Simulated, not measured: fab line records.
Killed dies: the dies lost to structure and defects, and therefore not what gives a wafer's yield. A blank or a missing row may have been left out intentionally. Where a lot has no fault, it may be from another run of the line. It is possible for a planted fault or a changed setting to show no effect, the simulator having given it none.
Lot-split experiment | flow n5_finfet | 39 wafers read across 7 lots, on a route 1938 steps long

== ON THE SPLIT ==
At N5_SD_EPI_N_EPI_21 (deposits Si:P, time 690 s), the setting pressure_torr was moved away from the recipe's 255 Torr on 24 of the 39 wafers read, by -13.6% to +10.8%. This setting was run at the recipe's value on the other wafers.

The reading comes from the split's own step.

== THE READING ==
Si-P_of_SD_EPI_N_EPI_21.thk_nm (the simulator's own value, which no gauge read), in nm, at N5_SD_EPI_N_EPI_21 (deposits Si:P, time 690 s). There is no usual value for it anywhere in the file. Across the 15 wafers here that went through the recipe, the average is 59.2 nm and the standard deviation 0.69 nm.

wafer  | tool, chamber at the split | pressure_torr as run, Torr | against the recipe | Si-P_of_SD_EPI_N_EPI_21.thk_nm, nm | against lot-mates on the recipe
L080.1 | epi_rpcvd-02, 0            | 282.5                      | +10.8%             | 61.6                               | no lot-mate on the recipe
L080.2 | epi_rpcvd-02, 0            | 282.5                      | +10.8%             | 61                                 | no lot-mate on the recipe
L080.3 | epi_rpcvd-02, 0            | 282.5                      | +10.8%             | 60.2                               | no lot-mate on the recipe
L080.4 | epi_rpcvd-02, 0            | 282.5                      | +10.8%             | 60.2                               | no lot-mate on the recipe
L080.6 | epi_rpcvd-02, 0            | 282.5                      | +10.8%             | 60.2                               | no lot-mate on the recipe
L080.5 | epi_rpcvd-02, 0            | 282.5                      | +10.8%             | 60.4                               | no lot-mate on the recipe
L081.1 | epi_rpcvd-01, 0            | 255                        | recipe             | 60.4                               | -
L081.2 | epi_rpcvd-01, 0            | 255                        | recipe             | 60                                 | -
L081.3 | epi_rpcvd-01, 0            | 255                        | recipe             | 59.8                               | -
L081.4 | epi_rpcvd-01, 0            | 255                        | recipe             | 59.6                               | -
L081.5 | epi_rpcvd-01, 0            | 255                        | recipe             | 59                                 | -
L081.6 | epi_rpcvd-01, 0            | 255                        | recipe             | 60.2                               | -
L082.1 | epi_rpcvd-04, 0            | 235                        | -7.8%              | 56.6                               | no lot-mate on the recipe
L082.4 | epi_rpcvd-04, 0            | 235                        | -7.8%              | 56.6                               | no lot-mate on the recipe
L082.5 | epi_rpcvd-04, 0            | 235                        | -7.8%              | 56.6                               | no lot-mate on the recipe
L082.2 | epi_rpcvd-04, 0            | 235                        | -7.8%              | 57.4                               | no lot-mate on the recipe
L082.6 | epi_rpcvd-04, 0            | 235                        | -7.8%              | 57.4                               | no lot-mate on the recipe
L082.3 | epi_rpcvd-04, 0            | 235                        | -7.8%              | 56.8                               | no lot-mate on the recipe
L085.1 | epi_rpcvd-01, 0            | 255                        | recipe             | 58.8                               | -
L085.2 | epi_rpcvd-01, 0            | 255                        | recipe             | 59.2                               | -
L085.3 | epi_rpcvd-01, 0            | 255                        | recipe             | 59.2                               | -
L085.4 | epi_rpcvd-01, 0            | 255                        | recipe             | 59.4                               | -
L085.5 | epi_rpcvd-01, 0            | 255                        | recipe             | 58.6                               | -
L085.6 | epi_rpcvd-01, 0            | 255                        | recipe             | 58.2                               | -
L089.1 | epi_rpcvd-04, 0            | 222.9                      | -12.6%             | 56.8                               | no lot-mate on the recipe
L089.2 | epi_rpcvd-04, 0            | 222.9                      | -12.6%             | 56.2                               | no lot-mate on the recipe
L089.3 | epi_rpcvd-04, 0            | 222.9                      | -12.6%             | 56.2                               | no lot-mate on the recipe
L089.4 | epi_rpcvd-04, 0            | 222.9                      | -12.6%             | 57                                 | no lot-mate on the recipe
L089.5 | epi_rpcvd-04, 0            | 222.9                      | -12.6%             | 56.4                               | no lot-mate on the recipe
L089.6 | epi_rpcvd-04, 0            | 222.9                      | -12.6%             | 56.6                               | no lot-mate on the recipe
L091.2 | epi_rpcvd-01, 0            | 255                        | recipe             | 58.6                               | -
L091.4 | epi_rpcvd-01, 0            | 255                        | recipe             | 58                                 | -
L091.5 | epi_rpcvd-01, 0            | 255                        | recipe             | 58.8                               | -
L097.1 | epi_rpcvd-04, 0            | 220.2                      | -13.6%             | 56.8                               | no lot-mate on the recipe
L097.2 | epi_rpcvd-04, 0            | 220.2                      | -13.6%             | 56                                 | no lot-mate on the recipe
L097.5 | epi_rpcvd-04, 0            | 220.2                      | -13.6%             | 56                                 | no lot-mate on the recipe
L097.3 | epi_rpcvd-04, 0            | 220.2                      | -13.6%             | 56.6                               | no lot-mate on the recipe
L097.4 | epi_rpcvd-04, 0            | 220.2                      | -13.6%             | 57                                 | no lot-mate on the recipe
L097.6 | epi_rpcvd-04, 0            | 220.2                      | -13.6%             | 56.4                               | no lot-mate on the recipe

THE FIT
A straight line over all 39 wafers: Si-P_of_SD_EPI_N_EPI_21.thk_nm changes by +0.185 nm for each +1% of pressure_torr; r = +0.93; the points scatter about the line by 0.63 nm.
Too few moved wafers with a lot-mate on the recipe to fit a line net of each lot's own level.

== THE FILE'S OWN FIT ==
Si-P_of_SD_EPI_N_EPI_21.thk_nm changes by +0.185 nm for each +1% of pressure_torr, r = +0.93.
